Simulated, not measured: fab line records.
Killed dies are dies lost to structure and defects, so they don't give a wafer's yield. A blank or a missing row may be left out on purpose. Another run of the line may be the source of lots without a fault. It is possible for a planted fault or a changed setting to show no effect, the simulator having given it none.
Chamber matching / flow n5_finfet / 4 sister chambers for N5_BEOL_M9_DESCUM_33 on rie_diel-06
The step chemistry O2, time 7 s. 8 wafers are shown with their chamber, then 7 later ones without.

EACH WAFER AND ITS CHAMBER
wafer=L074.3; chamber=2; throttle_valve_pct (%)=20.92; showerhead_plenum_p_Torr (Torr)=2.08
wafer=L078.6; chamber=3; throttle_valve_pct (%)=20.69; showerhead_plenum_p_Torr (Torr)=2.15
wafer=L084.2; chamber=3; throttle_valve_pct (%)=20.71; showerhead_plenum_p_Torr (Torr)=2.14
wafer=L089.1; chamber=0; throttle_valve_pct (%)=20.67; showerhead_plenum_p_Torr (Torr)=2.07
wafer=L089.3; chamber=1; throttle_valve_pct (%)=20.11; showerhead_plenum_p_Torr (Torr)=2.08
wafer=L089.6; chamber=2; throttle_valve_pct (%)=20.93; showerhead_plenum_p_Torr (Torr)=2.07
wafer=L091.1; chamber=1; throttle_valve_pct (%)=20.11; showerhead_plenum_p_Torr (Torr)=2.08
wafer=L091.4; chamber=0; throttle_valve_pct (%)=20.67; showerhead_plenum_p_Torr (Torr)=2.07

WAFERS MISSING THEIR CHAMBER
wafer=L091.6; throttle_valve_pct (%)=20.94; showerhead_plenum_p_Torr (Torr)=2.07
wafer=L095.1; throttle_valve_pct (%)=20.93; showerhead_plenum_p_Torr (Torr)=2.07
wafer=L095.2; throttle_valve_pct (%)=20.72; showerhead_plenum_p_Torr (Torr)=2.14
wafer=L095.3; throttle_valve_pct (%)=20.12; showerhead_plenum_p_Torr (Torr)=2.08
wafer=L095.4; throttle_valve_pct (%)=20.67; showerhead_plenum_p_Torr (Torr)=2.06
wafer=L095.5; throttle_valve_pct (%)=20.71; showerhead_plenum_p_Torr (Torr)=2.14
wafer=L095.6; throttle_valve_pct (%)=20.94; showerhead_plenum_p_Torr (Torr)=2.07

WHICH CHAMBER EACH WENT THROUGH
wafer=L091.6; from the rows above=2; in truth=2
wafer=L095.1; from the rows above=2; in truth=2
wafer=L095.2; from the rows above=3; in truth=3
wafer=L095.3; from the rows above=1; in truth=1
wafer=L095.4; from the rows above=0; in truth=0
wafer=L095.5; from the rows above=3; in truth=3
wafer=L095.6; from the rows above=2; in truth=2
Correctly placed: 7 of 7. Number that these rows cannot place: 0. Number placed wrongly: 0.
How it was worked out, from the rows above alone: a wafer's distance from a chamber is the root of the sum, over the readings, of the square of ((its reading less the chamber's mean) divided by the reading's scatter). The wafer belongs to the nearest chamber; if the next one is less than 2 further off, it can't be placed. For every chamber, the mean is computed from those of its wafers that are shown. The scatter: the root of (the sum of the squares of (reading less its chamber's mean) over the shown wafers, divided by (wafers less chambers)).
